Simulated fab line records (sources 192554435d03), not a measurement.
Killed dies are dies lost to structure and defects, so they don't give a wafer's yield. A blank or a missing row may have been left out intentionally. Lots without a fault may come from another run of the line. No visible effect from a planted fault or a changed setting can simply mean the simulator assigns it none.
Which of the tools did it? | flow n5Finfet | 9 lots, 25 wafers sampled, at 7 steps of a route of 1938

## WHAT EACH GAUGE READ, for each wafer
N5_BEOL_M0_SAQP_THK_MEAS_05. Usual: 59.9 nm for thkNm, sd 0.73.
lot  | measured     | on           | thkNm (nm)     | flag
L676 | day 5 11:22  | filmMetro-01 | 58.8 59.6 60.7 | 
L677 | day 5 16:21  | filmMetro-02 | 59.4 59.5 61.5 | 
L680 | day 6 12:02  | filmMetro-02 | 60.2 61.3 60.9 | 
L684 | day 7 09:31  | filmMetro-02 | 60.2 72.4      | OFF
L686 | day 7 20:36  | filmMetro-01 | 72.8 59.4      | OFF
L693 | day 9 23:49  | filmMetro-02 | 58.9 61.0 60.5 | 
L695 | day 10 03:59 | filmMetro-02 | 60.5 61.8 60.4 | 
L696 | day 10 07:35 | filmMetro-02 | 59.8 59.7 60.3 | 
L699 | day 11 04:32 | filmMetro-01 | 59.1 60.9 60.2 | 

N5_BEOL_M4_RC_MEAS_101. Usual: DIBL_N 36.4 mV/V, standard deviation 1.5; DIBL_P 36.4 mV/V, standard deviation 1.6; IOFF_N 0.164 nA/um, standard deviation 0.025; IOFF_P 0.214 nA/um, standard deviation 0.028; ION_N 675 uA/um, standard deviation 9.9; ION_P 463 uA/um, standard deviation 6.5; SS_N 71.5 mV/dec, standard deviation 0.5; SS_P 73.3 mV/dec, standard deviation 0.56; VT_N 249.2 mV, standard deviation 2.7; VT_P -250.1 mV, standard deviation 2.8.
lot  | measured     | on        | DIBL_N (mV/V)  | DIBL_P (mV/V)  | IOFF_N (nA/um)    | IOFF_P (nA/um)    | ION_N (uA/um) | ION_P (uA/um) | SS_N (mV/dec)  | SS_P (mV/dec)  | VT_N (mV)         | VT_P (mV)            | flag
L676 | day 7 20:11  | prober-02 | 36.5 37.0 37.2 | 35.4 36.7 36.3 | 0.134 0.155 0.149 | 0.171 0.186 0.185 | 664 688 660   | 453 458 451   | 71.2 70.7 70.8 | 73.7 73.7 73.2 | 250.4 248.1 251.0 | -256.0 -253.7 -256.5 | 
L677 | day 8 09:56  | prober-01 | 37.4 38.5 36.1 | 35.4 37.0 33.7 | 0.145 0.171 0.129 | 0.213 0.250 0.190 | 671 678 659   | 465 470 459   | 70.9 71.7 71.3 | 73.9 74.0 73.2 | 251.9 249.3 254.3 | -249.3 -245.5 -250.1 | 
L680 | day 8 21:29  | prober-01 | 35.8 35.2 34.1 | 35.7 34.7 34.3 | 0.163 0.154 0.136 | 0.214 0.195 0.186 | 678 676 664   | 462 460 460   | 70.9 71.1 70.7 | 73.4 73.3 72.3 | 250.3 250.3 253.4 | -252.0 -250.5 -251.6 | 
L684 | day 9 21:47  | prober-01 | 35.3 35.9      | 38.5 37.9      | 0.150 0.158       | 0.253 0.246       | 665 671       | 468 469       | 71.6 71.8      | 73.5 74.0      | 251.1 251.9       | -244.9 -246.6        | 
L686 | day 10 03:02 | prober-01 | 36.6 36.8      | 35.7 35.6      | 0.166 0.178       | 0.235 0.235       | 669 674       | 464 465       | 70.9 71.5      | 73.8 73.2      | 247.2 247.5       | -249.2 -249.1        | 
L693 | day 12 08:25 | prober-01 | 37.9 36.9 38.5 | 38.7 37.5 39.4 | 0.222 0.207 0.247 | 0.244 0.225 0.256 | 696 697 703   | 468 468 469   | 72.3 71.7 71.3 | 73.6 74.4 74.2 | 246.7 245.8 242.5 | -248.5 -249.9 -246.1 | 
L695 | day 12 10:05 | prober-02 | 35.5 33.9 33.8 | 36.2 34.6 34.8 | 0.152 0.122 0.130 | 0.214 0.175 0.185 | 684 674 661   | 466 464 457   | 71.0 70.9 71.7 | 73.3 73.0 72.7 | 251.5 252.6 251.3 | -250.4 -253.9 -253.2 | 
L696 | day 13 00:23 | prober-01 | 37.0 36.1 36.7 | 37.4 36.9 37.4 | 0.161 0.150 0.152 | 0.218 0.207 0.208 | 674 677 669   | 463 464 464   | 71.5 72.0 71.9 | 73.1 72.8 73.1 | 247.9 247.4 248.8 | -252.6 -249.7 -250.3 | 
L699 | day 13 15:23 | prober-02 | 37.4 36.6 37.8 | 37.1 36.1 36.8 | 0.184 0.164 0.174 | 0.225 0.212 0.218 | 675 674 678   | 464 457 459   | 71.4 71.6 71.2 | 73.8 73.7 74.1 | 246.9 251.0 249.6 | -250.5 -251.4 -249.9 | 

## TOOL THAT RAN EACH LOT (tool first, then ch and the chambers of the sampled wafers, then the start)
lot  | N5_MOL_CONTACT_COAG_ETCH_124      | N5_MOL_CONTACT_COAG_CVD_140  | N5_BEOL_M0_SAQP_HM_DEP_02   | N5_BEOL_M0_SAQP_PECVD_04        | N5_BEOL_M0_SAQP_MANDREL_ETCH_20
L676 | rieDiel-04 ch 0,1,2, day 5 05:47  | cvdW-02 ch 0,1, day 5 06:14  | pvdSputter-01, day 5 11:02  | pecvd-02 ch 1,2, day 5 11:16    | rieSi-02 ch 2,3, day 5 12:05
L677 | rieDiel-02 ch 0,2,3, day 5 09:47  | cvdW-02 ch 0,1, day 5 10:14  | pvdSputter-02, day 5 16:01  | pecvd-04 ch 1,2, day 5 16:16    | rieSi-02 ch 1,2,3, day 5 17:04
L680 | rieDiel-04 ch 0,3, day 6 03:34    | cvdW-01 ch 0,1, day 6 04:06  | pvdSputter-02, day 6 11:43  | pecvd-04 ch 0,1, day 6 11:56    | rieSi-06 ch 0,3, day 6 12:47
L684 | rieDiel-04 ch 1,3, day 7 03:29    | cvdW-02 ch 1, day 7 03:57    | pvdSputter-02, day 7 09:11  | pecvd-04 ch 1,2, day 7 09:26    | rieSi-02 ch 0,1, day 7 10:40
L686 | rieDiel-02 ch 1,2, day 7 15:24    | cvdW-02 ch 0,1, day 7 15:51  | pvdSputter-02, day 7 20:16  | pecvd-04 ch 0,2, day 7 20:31    | rieSi-02 ch 0,1, day 7 21:30
L693 | rieDiel-02 ch 0,1, day 9 18:02    | cvdW-01 ch 0,1, day 9 18:34  | pvdSputter-02, day 9 23:29  | pecvd-02 ch 0,1, day 9 23:43    | rieSi-05 ch 1,2,3, day 10 00:40
L695 | rieDiel-04 ch 0,1,2, day 9 21:59  | cvdW-01 ch 0,1, day 9 22:26  | pvdSputter-03, day 10 03:38 | pecvd-02 ch 0,1, day 10 03:53   | rieSi-05 ch 0,2, day 10 05:15
L696 | rieDiel-04 ch 0,2,3, day 10 02:41 | cvdW-02 ch 0,1, day 10 03:08 | pvdSputter-03, day 10 07:15 | pecvd-02 ch 0,1,2, day 10 07:29 | rieSi-05 ch 1,2,3, day 10 08:27
L699 | rieDiel-04 ch 0,2, day 10 22:47   | cvdW-01 ch 0,1, day 10 23:19 | pvdSputter-03, day 11 04:13 | pecvd-01 ch 1,2, day 11 04:27   | rieSi-06 ch 0,1, day 11 05:28
- N5_MOL_CONTACT_COAG_ETCH_124: etches SiNx in CH3F/O2, stops on SiOC, target depth 6.5 nm.
- N5_MOL_CONTACT_COAG_CVD_140: deposits W, target thk 66.5 nm, time 215 s.
- N5_BEOL_M0_SAQP_HM_DEP_02: deposits TiN, target thk 12 nm.
- N5_BEOL_M0_SAQP_PECVD_04: deposits a-Si from SiH4/He, target thk 60 nm, time 60.2 s.
- N5_BEOL_M0_SAQP_MANDREL_ETCH_20: etches a-Si in HBr/Cl2, stops on SiNx, target depth 60 nm, bt time 10 s, time 30 s.

## AS READ BY THE TOOLS THEMSELVES (means over the sampled wafers that have a number; for cases with no such wafer, the mark the record gives instead)
N5_MOL_CONTACT_COAG_ETCH_124. Usual: drypumpMotorCurrentA 5.4 A, standard deviation 0.37; oesProductAu 0.69 a.u., standard deviation 0.075; rfVppV 298 V, standard deviation 3.7; showerheadPlenumPTorr 2.01 Torr, standard deviation 0.049; throttleValvePct 16.43 %, standard deviation 0.2.
lot  | tool       | drypumpMotorCurrentA (A) | oesProductAu (a.u.) | rfVppV (V) | showerheadPlenumPTorr (Torr) | throttleValvePct (%) | flag
L676 | rieDiel-04 | 5.3                      | 0.68                | 299        | 2.02                         | 16.57                | 
L677 | rieDiel-02 | 5.2                      | 0.65                | 296        | 1.98                         | 16.52                | 
L680 | rieDiel-04 | 5.5                      | 0.77                | 300        | 2.04                         | 16.35                | 
L684 | rieDiel-04 | 5.1                      | 0.65                | 296        | 2.00                         | 16.47                | 
L686 | rieDiel-02 | 5.2                      | 0.71                | 298        | 1.94                         | 16.36                | 
L693 | rieDiel-02 | 5.5                      | 0.68                | 297        | 1.98                         | 16.47                | 
L695 | rieDiel-04 | 5.2                      | 0.70                | 299        | 2.01                         | 16.49                | 
L696 | rieDiel-04 | 5.5                      | 0.73                | 298        | 2.03                         | 16.44                | 
L699 | rieDiel-04 | 5.5                      | 0.74                | 300        | 2.03                         | 16.44                | 

N5_MOL_CONTACT_COAG_CVD_140. Usual: 500 W for heaterPowerW, sd 52.
lot  | tool    | heaterPowerW (W) | flag
L676 | cvdW-02 | 485              | 
L677 | cvdW-02 | 501              | 
L680 | cvdW-01 | 523              | 
L684 | cvdW-02 | 470              | 
L686 | cvdW-02 | 494              | 
L693 | cvdW-01 | 531              | 
L695 | cvdW-01 | 478              | 
L696 | cvdW-02 | 495              | 
L699 | cvdW-01 | 476              | 

N5_BEOL_M0_SAQP_HM_DEP_02. Usual: 29.5 % for throttleValvePct, sd 0.84.
lot  | tool          | throttleValvePct (%) | flag
L676 | pvdSputter-01 | 28.6                 | 
L677 | pvdSputter-02 | 29.5                 | 
L680 | pvdSputter-02 | 29.6                 | 
L684 | pvdSputter-02 | 29.2                 | 
L686 | pvdSputter-02 | 29.5                 | 
L693 | pvdSputter-02 | 29.6                 | 
L695 | pvdSputter-03 | 29.5                 | 
L696 | pvdSputter-03 | 29.7                 | 
L699 | pvdSputter-03 | 29.9                 | 

N5_BEOL_M0_SAQP_PECVD_04. Usual: heaterPowerW 608 W, standard deviation 57; showerheadPlenumPTorr 5.68 Torr, standard deviation 0.055; throttleValvePct 18.2 %, standard deviation 0.87.
lot  | tool     | heaterPowerW (W) | showerheadPlenumPTorr (Torr) | throttleValvePct (%) | flag
L676 | pecvd-02 | 630              | 5.65                         | 17.3                 | 
L677 | pecvd-04 | 573              | 5.65                         | 19.1                 | 
L680 | pecvd-04 | 557              | 5.62                         | 19.3                 | 
L684 | pecvd-04 | 576              | 5.66                         | 18.9                 | 
L686 | pecvd-04 | 580              | 5.72                         | 18.4                 | 
L693 | pecvd-02 | 614              | 5.69                         | 17.9                 | 
L695 | pecvd-02 | 680              | 5.73                         | 18.2                 | 
L696 | pecvd-02 | 680              | 5.68                         | 17.5                 | 
L699 | pecvd-01 | 644              | 5.73                         | 17.2                 | 

N5_BEOL_M0_SAQP_MANDREL_ETCH_20. Usual: drypumpMotorCurrentA 5.4 A, standard deviation 0.48; oesProductAu 0.771 a.u., standard deviation 0.013; throttleValvePct 35.33 %, standard deviation 0.17.
lot  | tool     | drypumpMotorCurrentA (A) | oesProductAu (a.u.) | throttleValvePct (%) | flag
L676 | rieSi-02 | 5.4                      | 0.759               | 35.10                | 
L677 | rieSi-02 | 5.7                      | 0.768               | 35.21                | 
L680 | rieSi-06 | 5.5                      | 0.776               | 35.32                | 
L684 | rieSi-02 | 5.4                      | 0.817               | 35.23                | OFF
L686 | rieSi-02 | 5.3                      | 0.818               | 35.23                | OFF
L693 | rieSi-05 | 5.5                      | 0.782               | 35.38                | 
L695 | rieSi-05 | 5.4                      | 0.788               | 35.61                | 
L696 | rieSi-05 | 5.5                      | 0.783               | 35.39                | 
L699 | rieSi-06 | 5.2                      | 0.757               | 35.45                | 

## THE ANSWER, worked out from the rows above alone
Rule: a lot counts as off when the mean over its wafers that have a number is more than 3 standard deviations away from the usual mean. Also off: a lot with no number at a reading for which 4 or more lots have one. Where the step has rows for the other lots, those lots are counted as sound. First the gauges in route order, then the tools' own readings, where a lot's mean is used as printed above. The first step at which some lot is off is used, and at that step the reading that is off furthest; a lot without a number counts as furthest.
Off: L684, L686 (N5_BEOL_M0_SAQP_THK_MEAS_05, thkNm).
A tool fits if, at a process step before that reading, it ran every lot that is off, and no sound lot after the first of them. The gauges at N5_BEOL_M0_SAQP_THK_MEAS_05 aren't tried: what is off there is off at N5_BEOL_M0_SAQP_MANDREL_ETCH_20 too, on other tools, and a gauge's error can't cause that. One fits: N5_BEOL_M0_SAQP_PECVD_04 on pecvd-04. Its last sound lot is L680 (day 6 11:56), its first lot that is off L684 (day 7 09:26): a fault that began between those two fits.

## WHAT HAD BEEN PUT IN BY THE SIMULATOR
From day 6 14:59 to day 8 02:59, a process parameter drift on pecvd-04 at N5_BEOL_M0_SAQP_PECVD_04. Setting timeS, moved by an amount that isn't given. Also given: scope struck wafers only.
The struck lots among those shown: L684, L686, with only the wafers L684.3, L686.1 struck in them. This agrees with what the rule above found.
